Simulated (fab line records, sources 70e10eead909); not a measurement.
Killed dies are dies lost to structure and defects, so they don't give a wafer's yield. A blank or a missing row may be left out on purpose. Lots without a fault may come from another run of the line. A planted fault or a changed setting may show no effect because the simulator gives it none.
Chamber matching | flow nand_harc | NHARC_A_STAIRCASE_ALD_415 on ald_hk-02: 4 sister chambers
The step deposits SiO2, target thk 30 nm, pulse time 6 s, ald cycles 300. 4 wafers are shown with their chamber, then 7 later ones without.

WAFERS WITH THEIR CHAMBER
wafer  | chamber | heater_power_outer_w (W)
L080.5 | 3       | 317
L082.2 | 1       | 348
L085.1 | 0       | 258
L085.2 | 2       | 244

WAFERS WITHOUT THEIR CHAMBER
wafer  | heater_power_outer_w (W)
L085.5 | 238
L090.2 | 243
L090.3 | 300
L090.4 | 350
L096.2 | 340
L096.5 | 335
L096.6 | 263

WHICH CHAMBER EACH WENT THROUGH
wafer  | from the rows above     | in truth
L085.5 | can't be placed: 2 or 0 | 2
L090.2 | can't be placed: 2 or 0 | 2
L090.3 | 3                       | 3
L090.4 | 1                       | 1
L096.2 | can't be placed: 1 or 3 | 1
L096.5 | can't be placed: 1 or 3 | 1
L096.6 | can't be placed: 0 or 2 | 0
Placed correctly: 2 of 7. Can't be placed from these rows: 5 (the true chamber is among the candidates in 5). Placed wrongly: 0.
How it was worked out, from the rows above alone: a wafer's distance from a chamber is the root of the sum, over the readings, of the square of ((its reading less the chamber's mean) divided by the reading's scatter). The wafer belongs to the nearest chamber; if the next one is less than 2 further off, it can't be placed. A chamber's mean is the mean of its shown wafers. The scatter: with one shown wafer a chamber, the root of the mean of the squares of how far each hidden wafer lies from its nearest shown one.
